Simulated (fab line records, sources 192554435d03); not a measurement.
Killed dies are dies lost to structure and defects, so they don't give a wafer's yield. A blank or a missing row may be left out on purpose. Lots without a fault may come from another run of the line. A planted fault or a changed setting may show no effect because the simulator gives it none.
Chamber matching | flow n5_finfet | N5_BEOL_M6_STRIP_36 on rie_diel-03: 4 sister chambers
The step strips in N2/H2. 18 wafers are shown with their chamber, then 9 later ones without.

WAFERS WITH THEIR CHAMBER
wafer  | chamber | drypump_motor_current_A (A) | showerhead_plenum_p_Torr (Torr) | oes_product_au (a.u.)
L075.2 | 3       | 6.0                         | 2.54                            | 0.77
L075.4 | 2       | 5.6                         | 2.58                            | 0.85
L075.6 | 3       | 6.0                         | 2.54                            | 0.76
L077.1 | 3       | 6.0                         | 2.54                            | 0.75
L077.2 | 1       | 6.1                         | 2.58                            | 0.88
L077.5 | 2       | 5.6                         | 2.58                            | 0.86
L080.2 | 2       | 5.6                         | 2.57                            | 0.84
L080.5 | 2       | 5.6                         | 2.57                            | 0.84
L080.6 | 3       | 6.0                         | 2.53                            | 0.74
L083.1 | 2       | 5.6                         | 2.57                            | 0.83
L083.3 | 0       | 5.5                         | 2.67                            | 0.80
L083.4 | 3       | 6.0                         | 2.53                            | 0.73
L087.3 | 0       | 5.5                         | 2.67                            | 0.80
L087.4 | 2       | 5.6                         | 2.57                            | 0.84
L087.5 | 0       | 5.5                         | 2.67                            | 0.80
L086.3 | 2       | 5.6                         | 2.57                            | 0.83
L086.4 | 1       | 6.1                         | 2.58                            | 0.86
L086.5 | 0       | 5.4                         | 2.67                            | 0.81

SIGNATURES (means of the wafers above)
reading                  | chamber 0 | chamber 1 | chamber 2 | chamber 3 | scatter within a chamber
drypump_motor_current_A  | 5.475     | 6.100     | 5.600     | 6.000     | 0.0231
showerhead_plenum_p_Torr | 2.6700    | 2.5800    | 2.5729    | 2.5360    | 0.00433
oes_product_au           | 0.8025    | 0.8700    | 0.8414    | 0.7500    | 0.0118
Rule: a wafer's distance from a chamber is the root of the sum, over the readings, of the square of ((its reading less the chamber's mean) divided by the reading's scatter). The wafer belongs to the nearest chamber; if the next one is less than 2 further off, it can't be placed. The scatter: the root of (the sum of the squares of (reading less its chamber's mean) over the shown wafers, divided by (wafers less chambers)).

WAFERS WITHOUT THEIR CHAMBER
wafer  | drypump_motor_current_A (A) | showerhead_plenum_p_Torr (Torr) | oes_product_au (a.u.)
L089.2 | 6.2                         | 2.57                            | 0.85
L089.3 | 5.5                         | 2.66                            | 0.81
L089.5 | 6.0                         | 2.52                            | 0.74
L090.3 | 5.6                         | 2.56                            | 0.80
L090.4 | 6.0                         | 2.52                            | 0.73
L090.5 | 5.5                         | 2.66                            | 0.78
L094.1 | 5.5                         | 2.66                            | 0.78
L094.5 | 5.5                         | 2.66                            | 0.77
L094.6 | 6.0                         | 2.52                            | 0.72

WHICH CHAMBER EACH WENT THROUGH
wafer  | from the rows above | in truth
L089.2 | 1                   | 1
L089.3 | 0                   | 0
L089.5 | 3                   | 3
L090.3 | 2                   | 2
L090.4 | 3                   | 3
L090.5 | 0                   | 0
L094.1 | 0                   | 0
L094.5 | 0                   | 0
L094.6 | 3                   | 3
Placed correctly: 9 of 9. Can't be placed from these rows: 0. Placed wrongly: 0.
